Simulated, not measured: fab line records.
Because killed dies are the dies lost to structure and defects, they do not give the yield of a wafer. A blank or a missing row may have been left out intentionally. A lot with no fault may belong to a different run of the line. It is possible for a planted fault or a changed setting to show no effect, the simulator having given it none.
Struck lot and sound lot, side by side -- flow nand_harc -- 14 out of 1159 route steps
Sound: these wafers, L244.4, L244.5, L244.6. The struck wafers were L256.1, L256.3, L256.5. Last of all comes the cause.
Each step with rows lists, per side, the tool, then ch with its chambers, then its first start. Under that, the readings that differ: sound wafers -- struck wafers -- difference of the means -- sigmas: that difference in standard deviations of wafers without a fault.
alike: readings with means less than 2 such deviations apart, plus words and numbers identical on both sides. not compared: withheld readings, readings lacking a value on some wafer, bounds such as >300 that could conceal the same value, and numbers that have no deviation in the record and whose values overlap.
A row with sigmas, a row that says differs or no value, or rows on one side alone: a step with any of these is where the two part. Numbers that don't overlap but have no deviation are shown without sigmas and don't part them. A reading missing from all wafers of one side parts the sides only when that side holds two or more wafers.

first, 8 steps without rows for these wafers: NHARC_P_ZERO_WELL_DEHYDRATE_16 (time 120 s); NHARC_P_ZERO_WELL_HMDS_17 (time 30 s); NHARC_P_ZERO_WELL_COAT_18; NHARC_P_ZERO_WELL_SOFTBAKE_19 (time 95 s); NHARC_P_ZERO_WELL_EBR_20; NHARC_P_ZERO_WELL_EXPOSE_21 (exposes mask P NWELL, target cd 720 nm); NHARC_P_ZERO_WELL_PEB_22 (peb time 85 s); NHARC_P_ZERO_WELL_DEVELOP_23 (time 70 s).
NHARC_P_ZERO_WELL_CD_MEAS_24 targets a cd of 720 nm.
  sound on cd_sem-03 ch 0, day 2 20:38; struck on cd_sem-03 ch 0, day 5 20:30
  alike: cd_nm
then, 1 step without rows for these wafers: NHARC_P_ZERO_WELL_HARDBAKE_25 (time 80 s).
NHARC_P_ZERO_WELL_DESCUM_26: chemistry O2, time 3 s.
  sound on rie_diel-11 ch 0,1,3, day 2 20:49; struck on rie_diel-10 ch 0,2,3, day 5 20:41
  alike: drypump_motor_current_A, oes_product_au, rf_vpp_V, showerhead_plenum_p_Torr, throttle_valve_pct
  not compared: rf_hours_counter_h
following that, these wafers have no rows for 1 step: NHARC_P_ZERO_WELL_IMPLANT_27.
NHARC_P_ZERO_WELL_IMPLANT_57:
  struck on implanter-01, day 5 20:59; sound on implanter-01 ch 0, day 2 21:12
  no value came back on the struck wafers for beam_energy_keV, beam_on_s (s), faraday_current_uA; on the sound wafers beam_energy_keV reads 249.93 250.05 249.99
following that, these wafers have no rows for 1 step: NHARC_P_ZERO_WELL_IMPLANT_58.

## WHERE THEY PART
Only at NHARC_P_ZERO_WELL_IMPLANT_57, within this record.

WHY: whatever the simulator had introduced
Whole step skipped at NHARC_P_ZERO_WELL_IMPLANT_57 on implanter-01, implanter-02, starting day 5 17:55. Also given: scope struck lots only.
